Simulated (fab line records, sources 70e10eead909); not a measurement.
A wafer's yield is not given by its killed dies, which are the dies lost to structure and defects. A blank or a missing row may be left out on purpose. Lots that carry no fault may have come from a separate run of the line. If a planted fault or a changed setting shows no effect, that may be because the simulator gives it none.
Chamber matching    flow nand-harc    4 sister chambers for NHARC_A_ZERO_WELL_ETCH_19 on rie-diel-03
The step etches the open film in N2/H2, target depth 80 nm, overetch 24 nm, time 87.88 s. 14 wafers are shown with their chamber, then 7 later ones without.

## WAFERS, EACH WITH ITS CHAMBER
wafer   chamber  showerhead-plenum-p-Torr (Torr)  rf-vpp-V (V)  oes-product-au (a.u.)
L447.1  0        1.92                             427           1.007
L447.3  2        1.96                             429           1.001
L447.4  1        1.99                             430           1.016
L452.3  0        1.92                             429           0.993
L452.5  0        1.92                             427           1.002
L452.6  1        1.99                             430           1.017
L454.3  1        1.99                             429           1.015
L454.4  2        1.95                             429           0.990
L454.6  1        1.99                             428           1.012
L456.1  2        1.95                             428           0.989
L456.4  0        1.92                             428           0.995
L456.5  1        1.99                             428           1.005
L457.1  0        1.92                             429           0.997
L457.3  3        2.18                             435           1.014

SIGNATURES, as means of the wafers listed above
reading                   chamber 0  chamber 1  chamber 2  chamber 3  scatter within a chamber
showerhead-plenum-p-Torr  1.9200     1.9900     1.9533     2.1800     0.00258
rf-vpp-V                  428.00     429.00     428.67     435.00     0.931
oes-product-au            0.99880    1.01300    0.99333    1.01400    0.00558
Rule: a wafer lies at a distance from a chamber equal to the root of the sum of squares, over the readings, of (its reading less the chamber's mean, divided by the reading's scatter). If the next closest chamber is less than 2 further off than the closest, the wafer can't be placed; otherwise it belongs to the closest. The scatter: take each reading less its chamber's mean, square it, sum over the shown wafers, divide by the number of wafers less the number of chambers, and take the root.

## WAFERS MISSING THEIR CHAMBER
wafer   showerhead-plenum-p-Torr (Torr)  rf-vpp-V (V)  oes-product-au (a.u.)
L457.4  1.95                             428           0.989
L467.1  2.18                             435           0.980
L467.3  1.98                             430           1.000
L467.4  1.91                             426           0.998
L468.1  1.98                             428           0.996
L468.4  1.95                             428           0.984
L468.5  1.95                             426           0.966

## EACH ONE'S CHAMBER
wafer   from the rows above  in truth
L457.4  2                    2
L467.1  3                    3
L467.3  1                    1
L467.4  0                    0
L468.1  1                    1
L468.4  2                    2
L468.5  2                    2
Placed correctly: 7 of 7. Can't be placed from these rows: 0. Number placed wrongly: 0.
